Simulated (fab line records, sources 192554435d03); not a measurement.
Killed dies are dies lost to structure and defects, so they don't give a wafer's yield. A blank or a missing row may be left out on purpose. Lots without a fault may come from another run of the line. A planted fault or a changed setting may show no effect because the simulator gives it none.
fab line records | flow n5_finfet
record lots=5 wafers=15 last_day=16
route steps=1938 shown MIM_BOT_LITHO@1856 MIM_BOT_ETCH@1866 PASS1_CAP@1873 TV_LITHO@1875
lots that met no fault: from a run of the same line without faults
start_h: hours from the record's first day to the start of the lot's first wafer shown | wait_h: hours since the lot's step before | " the same as in the row above | L1.1+2: a row that stands for several wafers | - no value, or no start given | * or withheld: withheld | < > ~ a bound
route shown NAME@n: a module of which the file shows steps, and the number in the route of the first | usual: mean/standard deviation of fault-free wafers | same: alike in all rows | chamber/n: place in a boat | sites: the reading at each site | _std_site: their standard deviation | _edge_site: outer sites' mean less inner sites' | radius_mm: how far each site lies from the wafer's centre | mask NAME#n: copy n | behind: the tool/chamber that last shaped the wafer | hold: why the lot was held/for how many hours/how that ended | device: the transistor (n, p or np) that didn't switch | end of line: the same wafers' tests at the end of the route | a step without rows: its recipe alone | killed: dies lost to structure and defects at the first sort, not the wafer's yield | map: a wafer's dies, x killed, . not, _ none there
set.NAME: the setting as run; set.NAME@STEP: as run at that earlier step | model.NAME: the simulator's own value behind a step, which no gauge read
lots at some steps of the route; a table a step, a row a wafer
services: from which hour (start_h, from the record's first day; less than 0 if before it) a tool's chamber was out of use, for how many hours, and why
## steps
# step N5_MIM_BOT_LITHO_EBR_04
# recipe solvent=PGMEA ebr_width_mm=1.5
# usual resist_line_temp_C=23.02/0.11
# columns lot.wafer tool chamber start_h wait_h resist_line_temp_C
L076.1 litho_track-05 0 - - 22.81
L076.3 " 0 " " 22.90
L076.4 " 0 " " 22.98
L085.1 litho_track-03 0 - - 23.13
L085.5 " 0 " " 23.07
L085.6 " 0 " " 23.02
L086.1 litho_track-01 0 - - 23.01
L086.4 " 0 " " 23.04
L086.5 " 0 " " 23.11
L089.1 litho_track-05 0 - - 23.02
L089.3 " 0 " " 23.24
L089.4 " 0 " " 22.91
L092.3 litho_track-05 0 - - 23.01
L092.5 " 0 " " 23.05
L092.6 " 0 " " 22.96
# step N5_MIM_BOT_LITHO_SOFTBAKE_03
# recipe temp_c=100 time_s=90
# usual resist_line_temp_C=23.00/0.12
# columns lot.wafer tool chamber start_h wait_h resist_line_temp_C
L076.1 litho_track-05 0 - - 22.82
L076.3 " 0 " " 23.02
L076.4 " 0 " " 22.71
L085.1 litho_track-03 0 - - 23.10
L085.5 " 0 " " 22.96
L085.6 " 0 " " 22.97
L086.1 litho_track-01 0 - - 23.03
L086.4 " 0 " " 23.13
L086.5 " 0 " " 23.15
L089.1 litho_track-05 0 - - 23.00
L089.3 " 0 " " 23.03
L089.4 " 0 " " 23.01
L092.3 litho_track-05 0 - - 23.09
L092.5 " 0 " " 23.07
L092.6 " 0 " " 22.91
# step N5_MIM_BOT_LITHO_EXPOSE_05
# recipe mask_id=MIM_BOT na=0.55 source_shape=conventional sigma_outer=0.8 polarization=unpolarized dose_mj=24.25
# usual exposure_dose_mJ_cm2=24.253/0.023 focus_offset_nm=0.1/0.45
# columns lot.wafer tool chamber start_h wait_h mask exposure_dose_mJ_cm2 focus_offset_nm
L076.1 krf_scanner-02 0 273.72 - MIM_BOT#0 24.252 0.0
L076.3 " 0 " " MIM_BOT#0 24.272 0.9
L076.4 " 0 " " MIM_BOT#0 24.239 0.5
L085.1 krf_scanner-02 0 310.51 - MIM_BOT#0 24.263 -0.1
L085.5 " 0 " " MIM_BOT#0 24.264 0.4
L085.6 " 0 " " MIM_BOT#0 24.269 0.4
L086.1 krf_scanner-01 0 337.98 - MIM_BOT#0 24.215 0.2
L086.4 " 0 " " MIM_BOT#0 24.252 -0.3
L086.5 " 0 " " MIM_BOT#0 24.277 -0.5
L089.1 krf_scanner-02 0 354.78 - MIM_BOT#0 24.286 -0.2
L089.3 " 0 " " MIM_BOT#0 24.300 -0.4
L089.4 " 0 " " MIM_BOT#0 24.288 0.8
L092.3 krf_scanner-02 0 384.47 - MIM_BOT#0 24.245 0.5
L092.5 " 0 " " MIM_BOT#0 24.234 0.4
L092.6 " 0 " " MIM_BOT#0 24.212 0.3
# step N5_MIM_BOT_LITHO_PEB_06
# recipe peb_temp_c=withheld peb_time_s=*
# usual resist_line_temp_C=*
# columns lot.wafer tool chamber start_h wait_h resist_line_temp_C
L076.1 litho_track-01 0 273.77 0.1 *
L076.3 " 0 " " *
L076.4 " 0 " " *
L085.1 litho_track-03 0 310.57 0.1 *
L085.5 " 0 " " *
L085.6 " 0 " " *
L086.1 litho_track-03 0 338.04 0.1 *
L086.4 " 0 " " *
L086.5 " 0 " " *
L089.1 litho_track-01 0 354.84 0.1 *
L089.3 " 0 " " *
L089.4 " 0 " " *
L092.3 litho_track-01 0 384.51 0.0 *
L092.5 " 0 " " *
L092.6 " 0 " " *
# step N5_MIM_BOT_LITHO_DEVELOP_07
# recipe develop_time_s=60 rinse_liquid=diw dry=air_spin dev_temp_c=21
# usual resist_line_temp_C=23.01/0.11
# same develop_time_s=60
# columns lot.wafer tool chamber start_h wait_h resist_line_temp_C
L076.1 litho_track-01 0 - - 22.92
L076.3 " 0 " " 23.06
L076.4 " 0 " " 23.00
L085.1 litho_track-03 0 - - 22.82
L085.5 " 0 " " 23.03
L085.6 " 0 " " 22.90
L086.1 litho_track-03 0 - - 23.19
L086.4 " 0 " " 23.17
L086.5 " 0 " " 23.03
L089.1 litho_track-01 0 - - 22.95
L089.3 " 0 " " 22.97
L089.4 " 0 " " 22.91
L092.3 litho_track-01 0 - - 22.99
L092.5 " 0 " " 22.99
L092.6 " 0 " " 22.94
# step N5_MIM_BOT_LITHO_HARDBAKE_09
# recipe temp_c=130 time_s=120
# usual resist_line_temp_C=23.03/0.11
# columns lot.wafer tool chamber start_h wait_h resist_line_temp_C
L076.1 litho_track-01 0 - - 23.08
L076.3 " 0 " " 23.09
L076.4 " 0 " " 23.07
L085.1 litho_track-03 0 - - 23.05
L085.5 " 0 " " 23.01
L085.6 " 0 " " 23.18
L086.1 litho_track-03 0 - - 23.04
L086.4 " 0 " " 23.09
L086.5 " 0 " " 23.24
L089.1 litho_track-01 0 - - 23.13
L089.3 " 0 " " 23.15
L089.4 " 0 " " 23.07
L092.3 litho_track-01 0 - - 22.98
L092.5 " 0 " " 23.16
L092.6 " 0 " " 23.11
# step N5_MIM_BOT_LITHO_CD_MEAS_08
# recipe target_cd_nm=3000 landing_energy_ev=500 detector=se_inlens polarity=opening
# usual cd_nm=2999.7/1.4
# columns lot.wafer tool chamber start_h wait_h cd_nm
L076.1 cd_sem-02 0 273.89 - 3000.4
L076.3 " 0 " " 2999.7
L076.4 " 0 " " 3001.0
L085.1 cd_sem-01 0 310.69 - 3001.2
L085.5 " 0 " " 3002.7
L085.6 " 0 " " 3002.7
L086.1 cd_sem-02 0 338.16 - 2997.8
L086.4 " 0 " " 2999.7
L086.5 " 0 " " 2998.3
L089.1 cd_sem-01 0 354.96 - 2999.7
L089.3 " 0 " " 3000.1
L089.4 " 0 " " 3000.0
L092.3 cd_sem-01 0 384.63 - 3002.3
L092.5 " 0 " " 2999.8
L092.6 " 0 " " 3000.8
# step N5_MIM_BOT_LITHO_OVL_MEAS_11
# recipe points_per_wafer=44
# usual MIM_BOT_OVL=0/5.5
# same points_per_wafer=44
# columns lot.wafer tool chamber start_h wait_h MIM_BOT_OVL[nm]
L076.1 overlay-02 0 273.92 0.0 0
L076.3 " 0 " " -3
L076.4 " 0 " " -8
L085.1 overlay-02 0 310.72 0.0 -3
L085.5 " 0 " " 0
L085.6 " 0 " " 2
L086.1 overlay-02 0 338.21 0.0 -4
L086.4 " 0 " " -3
L086.5 " 0 " " -15
L089.1 overlay-02 0 354.99 0.0 -4
L089.3 " 0 " " 3
L089.4 " 0 " " -5
L092.3 overlay-01 0 384.66 0.0 8
L092.5 " 0 " " 12
L092.6 " 0 " " -2
# step N5_MIM_BOT_LITHO_INSPECT_12
# recipe mode=adi inspect_instrument=macro
# usual raw_defect_count=1.9/1.3
# columns lot.wafer tool chamber start_h wait_h raw_defect_count
L076.1 defect_inspect-01 - 273.95 0.0 1
L076.3 " - " " 1
L076.4 " - " " 1
L085.1 defect_inspect-01 - 310.74 0.0 3
L085.5 " - " " 1
L085.6 " - " " 1
L086.1 defect_inspect-02 - 338.23 0.0 0
L086.4 " - " " 0
L086.5 " - " " 2
L089.1 defect_inspect-02 - 355.01 0.0 0
L089.3 " - " " 1
L089.4 " - " " 5
L092.3 defect_inspect-02 - 384.69 0.0 3
L092.5 " - " " 0
L092.6 " - " " 2
# step N5_MIM_BOT_LITHO_DESCUM_10
# recipe chemistry=O2 time_s=7.9 source_power_w=50 bias_power_w=20 pressure_mtorr=20 rf_frequency_hz=2.712e+07 temp_c=40 o2_flow_sccm=225
# usual drypump_motor_current_A=5.8/0.37 oes_product_au=0.82/0.07 rf_vpp_V=243.3/1.6 showerhead_plenum_p_Torr=2.10/0.08 throttle_valve_pct=20.42/0.22
# columns lot.wafer tool chamber start_h wait_h drypump_motor_current_A oes_product_au rf_hours_counter_h rf_vpp_V showerhead_plenum_p_Torr throttle_valve_pct
L076.1 rie_diel-06 2 274.00 0.0 6.3 0.88 49 245.1 2.21 20.07
L076.3 " 1 " " 5.2 0.70 236 245.2 2.15 20.85
L076.4 " 0 " " 5.7 0.90 38 243.9 2.22 20.36
L085.1 rie_diel-05 2 310.78 0.0 6.0 0.89 19 245.8 2.13 20.43
L085.5 " 1 " " 5.4 0.88 - 242.0 2.03 20.22
L085.6 " 3 " " 5.7 0.85 - 241.9 2.05 20.42
L086.1 rie_diel-06 2 338.27 0.0 6.3 0.84 70 243.4 2.20 20.11
L086.4 " 0 " " 5.7 0.86 - 245.5 2.21 20.40
L086.5 " 2 " " 6.3 0.85 - 245.2 2.20 20.13
L089.1 rie_diel-05 0 355.05 0.0 5.8 0.78 111 245.1 2.19 20.86
L089.3 " 3 " " 5.7 0.83 75 242.4 2.04 20.43
L089.4 " 1 " " 5.5 0.85 66 242.2 2.03 20.26
L092.3 rie_diel-02 2 384.72 0.0 5.6 0.70 206 241.6 1.99 20.80
L092.5 " 1 " " 5.6 0.82 - 242.5 2.03 20.27
L092.6 " 2 " " 5.7 0.70 - 241.8 1.99 20.79
# step N5_MIM_BOT_ETCH_ETCH_04
# recipe chemistry=CF4/O2 target=SiNx target_depth_a=260 time_s=13 ion_energy_ev=100 pressure_mtorr=40 source_w=535 bias_w=49 Ar_flow_sccm=100 cf4_flow_sccm=100 O2_flow_sccm=10
# usual drypump_motor_current_A=5.8/0.38 oes_product_au=0.82/0.067 rf_vpp_V=240.6/2.5 showerhead_plenum_p_Torr=2.22/0.081 throttle_valve_pct=15.98/0.23
# columns lot.wafer tool chamber start_h wait_h drypump_motor_current_A oes_product_au rf_hours_counter_h rf_vpp_V showerhead_plenum_p_Torr throttle_valve_pct
L076.1 rie_diel-06 2 274.06 0.0 6.3 0.86 49 241.6 2.33 15.68
L076.3 " 1 " " 5.2 0.71 236 239.3 2.27 16.46
L076.4 " 0 " " 5.7 0.89 38 243.3 2.33 15.90
L085.1 rie_diel-05 2 310.84 0.0 6.0 0.89 19 238.8 2.25 15.96
L085.5 " 1 " " 5.5 0.89 - 242.3 2.16 15.82
L085.6 " 3 " " 5.7 0.85 - 238.0 2.15 15.89
L086.1 rie_diel-06 2 338.33 0.0 6.3 0.83 70 241.7 2.32 15.72
L086.4 " 0 " " 5.7 0.86 - 240.3 2.32 15.93
L086.5 " 2 " " 6.3 0.83 - 242.1 2.32 15.72
L089.1 rie_diel-05 0 355.11 0.0 5.8 0.79 111 240.5 2.31 16.38
L089.3 " 3 " " 5.7 0.83 75 239.1 2.15 15.93
L089.4 " 1 " " 5.5 0.86 66 242.1 2.15 15.87
L092.3 rie_diel-02 2 384.79 0.0 5.7 0.71 206 234.1 2.10 16.39
L092.5 " 1 " " 5.6 0.83 - 244.4 2.14 15.81
L092.6 " 2 " " 5.7 0.71 - 235.1 2.10 16.40
# step N5_MIM_BOT_ETCH_ETCH_03
# recipe chemistry=Cl2/BCl3 target_depth_a=120 pressure_mtorr=8 icp_w=800 bias_w=100 Cl2_flow_sccm=20 bcl3_flow_sccm=80
# usual bcl3_flow_sccm=80.02/0.21 drypump_motor_current_A=5.7/0.62 oes_product_au=0.83/0.089 throttle_valve_pct=27.44/0.2
# columns lot.wafer tool chamber start_h wait_h bcl3_flow_sccm drypump_motor_current_A oes_product_au rf_hours_counter_h throttle_valve_pct
L076.1 rie_metal-01 0 274.15 0.1 79.92 6.8 0.77 41 27.26
L076.3 " 1 " " 80.00 5.2 0.94 - 27.55
L076.4 " 0 " " 79.87 6.8 0.77 - 27.26
L085.1 rie_metal-03 0 310.93 0.1 79.97 5.4 0.63 120 27.95
L085.5 " 0 " " 80.30 5.4 0.62 - 27.95
L085.6 " 1 " " 79.87 5.7 0.88 - 27.43
L086.1 rie_metal-01 1 338.42 0.1 80.07 5.2 0.90 9 27.57
L086.4 " 1 " " 80.09 5.2 0.90 - 27.55
L086.5 " 1 " " 80.01 5.2 0.90 - 27.55
L089.1 rie_metal-02 0 355.20 0.1 79.58 5.6 0.90 6 27.08
L089.3 " 1 " " 80.41 5.3 0.76 - 27.54
L089.4 " 0 " " 79.90 5.6 0.90 - 27.09
L092.3 rie_metal-01 1 384.90 0.1 80.07 5.2 0.88 - 27.55
L092.5 " 1 " " 80.16 5.2 0.88 - 27.56
L092.6 " 0 " " 79.77 6.8 0.74 - 27.28
# step N5_MIM_BOT_ETCH_ETCH_00
# recipe chemistry=Cl2/BCl3 target=TiN target_depth_a=455 ion_energy_ev=150 pressure_mtorr=10 icp_w=1000 bias_w=126 Cl2_flow_sccm=53.25 bcl3_flow_sccm=21.75 Ar_flow_sccm=25
# usual bcl3_flow_sccm=21.75/0.064 drypump_motor_current_A=5.7/0.62 oes_product_au=0.82/0.089 throttle_valve_pct=21.81/0.18
# columns lot.wafer tool chamber start_h wait_h bcl3_flow_sccm drypump_motor_current_A oes_product_au rf_hours_counter_h throttle_valve_pct
L076.1 rie_metal-01 0 274.24 0.1 21.82 6.7 0.77 41 21.66
L076.3 " 1 " " 21.75 5.2 0.94 - 21.91
L076.4 " 0 " " 21.83 6.8 0.77 - 21.67
L085.1 rie_metal-03 0 311.02 0.1 21.83 5.5 0.62 120 22.25
L085.5 " 0 " " 21.81 5.4 0.62 - 22.27
L085.6 " 1 " " 21.80 5.7 0.88 - 21.83
L086.1 rie_metal-01 1 338.51 0.1 21.64 5.2 0.89 9 21.89
L086.4 " 1 " " 21.74 5.2 0.90 - 21.90
L086.5 " 1 " " 21.67 5.2 0.90 - 21.91
L089.1 rie_metal-02 0 355.29 0.1 21.71 5.6 0.91 6 21.45
L089.3 " 1 " " 21.77 5.3 0.77 - 21.88
L089.4 " 0 " " 21.68 5.6 0.91 - 21.47
L092.3 rie_metal-01 1 385.00 0.1 21.68 5.2 0.88 - 21.90
L092.5 " 1 " " 21.73 5.2 0.88 - 21.91
L092.6 " 0 " " 21.80 6.8 0.74 - 21.67
# step N5_MIM_BOT_ETCH_STRIP_01
# recipe chemistry=O2 power_w=600 temp_c=60 pressure_mtorr=30 rf_frequency_hz=6e+07 bias_power_w=0 overash_fraction=0.5 o2_flow_sccm=225
# usual drypump_motor_current_A=5.9/0.38 oes_product_au=0.82/0.066 rf_vpp_V=3.7/1.4 showerhead_plenum_p_Torr=2.11/0.081 throttle_valve_pct=16.63/0.22
# columns lot.wafer tool chamber start_h wait_h drypump_motor_current_A oes_product_au rf_hours_counter_h rf_vpp_V showerhead_plenum_p_Torr throttle_valve_pct
L076.1 rie_diel-02 1 274.38 0.1 5.6 0.87 43 3.6 2.05 16.40
L076.3 " 3 " " 6.6 0.74 132 4.3 2.20 16.58
L076.4 " 2 " " 5.7 0.73 168 6.1 2.00 17.00
L085.1 rie_diel-06 3 311.31 0.2 5.6 0.85 39 5.5 2.05 16.57
L085.5 " 0 " " 5.7 0.87 - 1.9 2.21 16.65
L085.6 " 3 " " 5.6 0.89 - 4.0 2.05 16.59
L086.1 rie_diel-06 0 338.65 0.1 5.7 0.83 62 2.6 2.21 16.63
L086.4 " 2 " " 6.3 0.85 - 3.2 2.21 16.39
L086.5 " 0 " " 5.7 0.86 - 3.6 2.21 16.61
L089.1 rie_diel-02 0 355.43 0.1 6.1 0.84 76 2.3 2.03 16.52
L089.3 " 3 " " 6.6 0.73 163 3.4 2.18 16.62
L089.4 " 1 " " 5.5 0.83 72 5.1 2.04 16.46
L092.3 rie_diel-06 3 385.14 0.1 5.6 0.85 65 2.6 2.04 16.65
L092.5 " 3 " " 5.6 0.85 - 4.5 2.04 16.58
L092.6 " 2 " " 6.3 0.83 - 4.6 2.20 16.37
# step N5_MIM_BOT_ETCH_STRIP_02
# recipe chemistry=post_etch_residue_remover time_s=1200 temp_c=72.5
# columns lot.wafer tool chamber start_h wait_h
L076.1+3+4 wet_bench-05 3,1,2 274.45 -
L085.1+5+6 wet_bench-05 1,3,4 311.38 -
L086.1+4+5 wet_bench-02 7,6,5 338.72 -
L089.1+3+4 wet_bench-05 6,7,4 355.51 -
L092.3+5+6 wet_bench-05 5,2,1 385.20 -
# step N5_MIM_BOT_ETCH_CLEAN_05
# recipe chemistry=IPA time_s=180 temp_c=25
# columns lot.wafer tool chamber start_h wait_h
L076.1+3+4 wet_bench-05 3,1,2 274.78 0.0
L085.1+5+6 wet_bench-05 1,3,4 311.71 0.0
L086.1+4+5 wet_bench-02 7,6,5 339.05 0.0
L089.1+3+4 wet_bench-05 6,7,4 355.84 0.0
L092.3+5+6 wet_bench-05 5,2,1 385.54 0.0
# step N5_MIM_BOT_ETCH_SRD_06
# recipe dry=ipa_marangoni time_s=30 temp_c=23 rinse_liquid=diw
# columns lot.wafer tool chamber start_h wait_h
L076.1+3+4 wet_bench-05 3,1,2 274.84 0.0
L085.1+5+6 wet_bench-05 1,3,4 311.76 0.0
L086.1+4+5 wet_bench-02 7,6,5 339.11 0.0
L089.1+3+4 wet_bench-05 6,7,4 355.89 0.0
L092.3+5+6 wet_bench-05 5,2,1 385.59 0.0
# step N5_PASSIVATION_PECVD_55
# recipe material=SiO2 target_thk_a=4000 temp_c=400 precursor=SiH4/N2O pressure_torr=2.7 rf_w=608 time_s=22.5
# usual heater_power_w=622/92 showerhead_plenum_p_Torr=8.17/0.09 throttle_valve_pct=50.1/2.6
# columns lot.wafer tool chamber start_h wait_h heater_power_w showerhead_plenum_p_Torr throttle_valve_pct
L076.1 pecvd-02 2 274.88 0.0 749 8.05 46.2
L076.3 " 1 " " 663 8.32 51.4
L076.4 " 2 " " 775 8.07 46.2
L085.1 pecvd-02 1 311.81 0.0 639 8.31 51.4
L085.5 " 2 " " 820 8.05 46.5
L085.6 " 1 " " 661 8.31 51.6
L086.1 pecvd-03 0 339.15 0.0 687 8.24 54.0
L086.4 " 1 " " 497 8.28 50.2
L086.5 " 0 " " 548 8.23 53.9
L089.1 pecvd-04 2 355.94 0.0 687 8.13 49.6
L089.3 " 0 " " 540 8.11 48.3
L089.4 " 0 " " 578 8.10 48.3
L092.3 pecvd-04 2 385.65 0.0 651 8.15 49.8
L092.5 " 0 " " 535 8.12 48.4
L092.6 " 2 " " 668 8.17 49.8
# step N5_PASSIVATION_PECVD_01
# recipe material=SiNx target_thk_a=2000 temp_c=400 precursor=SiH4/NH3/N2 pressure_torr=4.9 rf_w=1406 time_s=43.2
# usual heater_power_w=346/100 showerhead_plenum_p_Torr=8.68/0.065 throttle_valve_pct=28.4/1.4
# columns lot.wafer tool chamber start_h wait_h heater_power_w showerhead_plenum_p_Torr throttle_valve_pct
L076.1 pecvd-02 2 274.92 0.0 493 8.61 26.2
L076.3 " 1 " " 332 8.81 29.1
L076.4 " 2 " " 500 8.62 26.1
L085.1 pecvd-02 1 311.85 0.0 378 8.80 29.1
L085.5 " 2 " " 570 8.59 26.4
L085.6 " 1 " " 370 8.76 28.9
L086.1 pecvd-03 0 339.19 0.0 384 8.73 30.5
L086.4 " 1 " " 218 8.73 28.4
L086.5 " 0 " " 393 8.74 30.5
L089.1 pecvd-04 2 355.98 0.0 258 8.68 27.8
L089.3 " 0 " " 194 8.62 27.3
L089.4 " 0 " " 207 8.62 27.4
L092.3 pecvd-04 2 385.71 0.0 366 8.65 28.0
L092.5 " 0 " " 212 8.62 27.5
L092.6 " 2 " " 387 8.67 28.3
# step N5_PASSIVATION_HMDS_03
# recipe time_s=60 temp_c=120
# usual resist_line_temp_C=23.00/0.13
# columns lot.wafer tool chamber start_h wait_h resist_line_temp_C
L076.1 litho_track-02 0 276.24 1.3 22.98
L076.3 " 0 " " 22.96
L076.4 " 0 " " 22.80
L085.1 litho_track-02 0 313.49 1.6 22.73
L085.5 " 0 " " 22.86
L085.6 " 0 " " 22.82
L086.1 litho_track-03 0 339.26 0.1 23.06
L086.4 " 0 " " 23.15
L086.5 " 0 " " 23.04
L089.1 litho_track-03 0 357.99 2.0 23.24
L089.3 " 0 " " 23.36
L089.4 " 0 " " 23.25
L092.3 litho_track-02 0 385.87 0.1 23.07
L092.5 " 0 " " 22.97
L092.6 " 0 " " 23.08
# step N5_PASSIVATION_COAT_04
# recipe spin_rpm=* resist_thk_nm=*
# usual resist_line_temp_C=23.02/0.1
# columns lot.wafer tool chamber start_h wait_h resist_line_temp_C
L076.1 litho_track-02 0 - - 23.03
L076.3 " 0 " " 23.13
L076.4 " 0 " " 23.05
L085.1 litho_track-02 0 - - 23.09
L085.5 " 0 " " 23.08
L085.6 " 0 " " 23.07
L086.1 litho_track-03 0 - - 23.04
L086.4 " 0 " " 23.07
L086.5 " 0 " " 22.99
L089.1 litho_track-03 0 - - 23.16
L089.3 " 0 " " 22.96
L089.4 " 0 " " 23.02
L092.3 litho_track-02 0 - - 22.95
L092.5 " 0 " " 23.20
L092.6 " 0 " " 23.09
# step N5_PASSIVATION_EBR_06
# recipe solvent=PGMEA ebr_width_mm=1.5
# usual resist_line_temp_C=22.97/0.12
# columns lot.wafer tool chamber start_h wait_h resist_line_temp_C
L076.1 litho_track-02 0 - - 23.01
L076.3 " 0 " " 23.04
L076.4 " 0 " " 23.00
L085.1 litho_track-02 0 - - 22.87
L085.5 " 0 " " 23.15
L085.6 " 0 " " 22.97
L086.1 litho_track-03 0 - - 22.97
L086.4 " 0 " " 23.09
L086.5 " 0 " " 22.91
L089.1 litho_track-03 0 - - 23.08
L089.3 " 0 " " 23.06
L089.4 " 0 " " 23.05
L092.3 litho_track-02 0 - - 22.60
L092.5 " 0 " " 22.84
L092.6 " 0 " " 22.88
# step N5_PASSIVATION_SOFTBAKE_05
# recipe temp_c=100 time_s=90
# usual resist_line_temp_C=22.99/0.11
# columns lot.wafer tool chamber start_h wait_h resist_line_temp_C
L076.1 litho_track-02 0 - - 22.84
L076.3 " 0 " " 22.63
L076.4 " 0 " " 22.92
L085.1 litho_track-02 0 - - 23.00
L085.5 " 0 " " 22.97
L085.6 " 0 " " 22.90
L086.1 litho_track-03 0 - - 23.06
L086.4 " 0 " " 22.88
L086.5 " 0 " " 23.03
L089.1 litho_track-03 0 - - 22.94
L089.3 " 0 " " 22.96
L089.4 " 0 " " 23.08
L092.3 litho_track-02 0 - - 23.13
L092.5 " 0 " " 23.07
L092.6 " 0 " " 23.07
# step N5_PASSIVATION_EXPOSE_07
# recipe mask_id=TV na=0.55 source_shape=conventional sigma_outer=0.8 polarization=unpolarized defocus_nm=0 target_cd_nm=3000 dose_mj=22.75
# usual exposure_dose_mJ_cm2=22.749/0.021 focus_offset_nm=0.1/0.58
# columns lot.wafer tool chamber start_h wait_h mask exposure_dose_mJ_cm2 focus_offset_nm
L076.1 krf_scanner-02 0 276.35 - TV#0 22.739 0.7
L076.3 " 0 " " TV#0 22.735 0.7
L076.4 " 0 " " TV#0 22.751 0.4
L085.1 krf_scanner-02 0 313.60 - TV#0 22.759 0.5
L085.5 " 0 " " TV#0 22.781 0.1
L085.6 " 0 " " TV#0 22.753 -0.1
L086.1 krf_scanner-01 0 339.50 - TV#0 22.762 0.3
L086.4 " 0 " " TV#0 22.790 0.2
L086.5 " 0 " " TV#0 22.742 0.2
L089.1 krf_scanner-01 0 358.22 - TV#0 22.778 0.6
L089.3 " 0 " " TV#0 22.758 -0.2
L089.4 " 0 " " TV#0 22.798 -0.1
L092.3 krf_scanner-01 0 385.99 - TV#0 22.750 0.2
L092.5 " 0 " " TV#0 22.751 0.2
L092.6 " 0 " " TV#0 22.731 -0.4
# step N5_PASSIVATION_PEB_08
# recipe peb_temp_c=withheld peb_time_s=*
# usual resist_line_temp_C=*
# columns lot.wafer tool chamber start_h wait_h resist_line_temp_C
L076.1 litho_track-04 0 276.41 0.1 *
L076.3 " 0 " " *
L076.4 " 0 " " *
L085.1 litho_track-03 0 313.66 0.1 *
L085.5 " 0 " " *
L085.6 " 0 " " *
L086.1 litho_track-04 0 339.55 0.1 *
L086.4 " 0 " " *
L086.5 " 0 " " *
L089.1 litho_track-02 0 358.28 0.1 *
L089.3 " 0 " " *
L089.4 " 0 " " *
L092.3 litho_track-03 0 386.03 0.0 *
L092.5 " 0 " " *
L092.6 " 0 " " *
# step N5_PASSIVATION_DEVELOP_09
# recipe develop_time_s=60 rinse_liquid=diw dry=air_spin dev_temp_c=21
# usual resist_line_temp_C=22.99/0.094
# same develop_time_s=60
# columns lot.wafer tool chamber start_h wait_h resist_line_temp_C
L076.1 litho_track-04 0 - - 22.88
L076.3 " 0 " " 22.95
L076.4 " 0 " " 23.03
L085.1 litho_track-03 0 - - 22.96
L085.5 " 0 " " 23.05
L085.6 " 0 " " 23.04
L086.1 litho_track-04 0 - - 22.93
L086.4 " 0 " " 22.97
L086.5 " 0 " " 23.16
L089.1 litho_track-02 0 - - 23.07
L089.3 " 0 " " 22.94
L089.4 " 0 " " 23.02
L092.3 litho_track-03 0 - - 23.16
L092.5 " 0 " " 23.00
L092.6 " 0 " " 23.09
# step N5_PASSIVATION_HARDBAKE_11
# recipe temp_c=130 time_s=120
# usual resist_line_temp_C=23.00/0.11
# columns lot.wafer tool chamber start_h wait_h resist_line_temp_C
L076.1 litho_track-04 0 - - 23.16
L076.3 " 0 " " 22.94
L076.4 " 0 " " 22.86
L085.1 litho_track-03 0 - - 22.84
L085.5 " 0 " " 22.85
L085.6 " 0 " " 22.90
L086.1 litho_track-04 0 - - 23.36
L086.4 " 0 " " 22.96
L086.5 " 0 " " 22.87
L089.1 litho_track-02 0 - - 23.08
L089.3 " 0 " " 23.06
L089.4 " 0 " " 23.09
L092.3 litho_track-03 0 - - 22.97
L092.5 " 0 " " 23.21
L092.6 " 0 " " 22.97
# step N5_PASSIVATION_CD_MEAS_10
# recipe target_cd_nm=3000 landing_energy_ev=500 detector=se_inlens
# usual cd_nm=2999.7/2.1
# columns lot.wafer tool chamber start_h wait_h cd_nm
L076.1 cd_sem-02 0 276.52 - 3001.3
L076.3 " 0 " " 2999.9
L076.4 " 0 " " 3000.0
L085.1 cd_sem-02 0 313.78 - 2997.5
L085.5 " 0 " " 2995.9
L085.6 " 0 " " 2996.1
L086.1 cd_sem-01 0 339.67 - 3002.7
L086.4 " 0 " " 3001.6
L086.5 " 0 " " 3002.7
L089.1 cd_sem-02 0 358.40 - 2996.7
L089.3 " 0 " " 2996.8
L089.4 " 0 " " 3000.6
L092.3 cd_sem-01 0 386.15 - 2998.9
L092.5 " 0 " " 2998.6
L092.6 " 0 " " 3001.1
# step N5_PASSIVATION_OVL_MEAS_60
# recipe points_per_wafer=44
# usual TV_OVL=-3/6.5
# same points_per_wafer=44
# columns lot.wafer tool chamber start_h wait_h TV_OVL[nm]
L076.1 overlay-02 0 276.55 0.0 4
L076.3 " 0 " " 11
L076.4 " 0 " " -11
L085.1 overlay-02 0 313.81 0.0 -1
L085.5 " 0 " " -9
L085.6 " 0 " " 3
L086.1 overlay-02 0 339.70 0.0 -6
L086.4 " 0 " " 1
L086.5 " 0 " " -13
L089.1 overlay-02 0 358.43 0.0 -3
L089.3 " 0 " " -5
L089.4 " 0 " " 0
L092.3 overlay-01 0 386.18 0.0 -2
L092.5 " 0 " " 4
L092.6 " 0 " " -3
# step N5_PASSIVATION_INSPECT_61
# recipe mode=adi inspect_instrument=macro
# usual raw_defect_count=2.0/1.4
# columns lot.wafer tool chamber start_h wait_h raw_defect_count
L076.1 defect_inspect-01 - 276.58 0.0 1
L076.3 " - " " 2
L076.4 " - " " 3
L085.1 defect_inspect-01 - 313.83 0.0 4
L085.5 " - " " 2
L085.6 " - " " 2
L086.1 defect_inspect-02 - 339.73 0.0 2
L086.4 " - " " 1
L086.5 " - " " 3
L089.1 defect_inspect-02 - 358.45 0.0 2
L089.3 " - " " 1
L089.4 " - " " 2
L092.3 defect_inspect-02 - 386.21 0.0 0
L092.5 " - " " 3
L092.6 " - " " 3
## services
# columns tool chamber start_h hours kind
rie_metal-01 - 251.04 0.7 repair
krf_scanner-01 - 253.37 4.4 pm
pecvd-02 1 264.72 3.6 repair
rie_diel-06 - 265.39 0.7 repair
krf_scanner-01 - 269.89 4.0 pm
rie_diel-06 - 270.83 0.2 repair
rie_diel-02 0 279.12 2.5 repair
krf_scanner-02 - 286.46 1.6 repair
krf_scanner-01 - 288.09 1.0 pm
rie_diel-06 2 288.40 8.9 repair
pecvd-04 - 291.55 0.6 repair
rie_diel-06 1 304.37 12.7 repair
krf_scanner-01 - 311.79 3.9 repair
rie_diel-02 2 312.47 4.1 repair
rie_metal-03 1 313.58 5.8 repair
rie_metal-01 0 320.72 5.3 repair
wet_bench-05 - 321.84 4.6 repair
krf_scanner-02 - 323.57 1.0 pm
pecvd-03 - 325.00 1.4 repair
rie_diel-05 0 342.72 3.9 repair
pecvd-03 - 345.41 1.7 repair
krf_scanner-02 - 346.80 1.3 pm
rie_metal-03 - 347.60 1.4 pm
krf_scanner-01 - 379.98 0.8 pm
## key
fault none
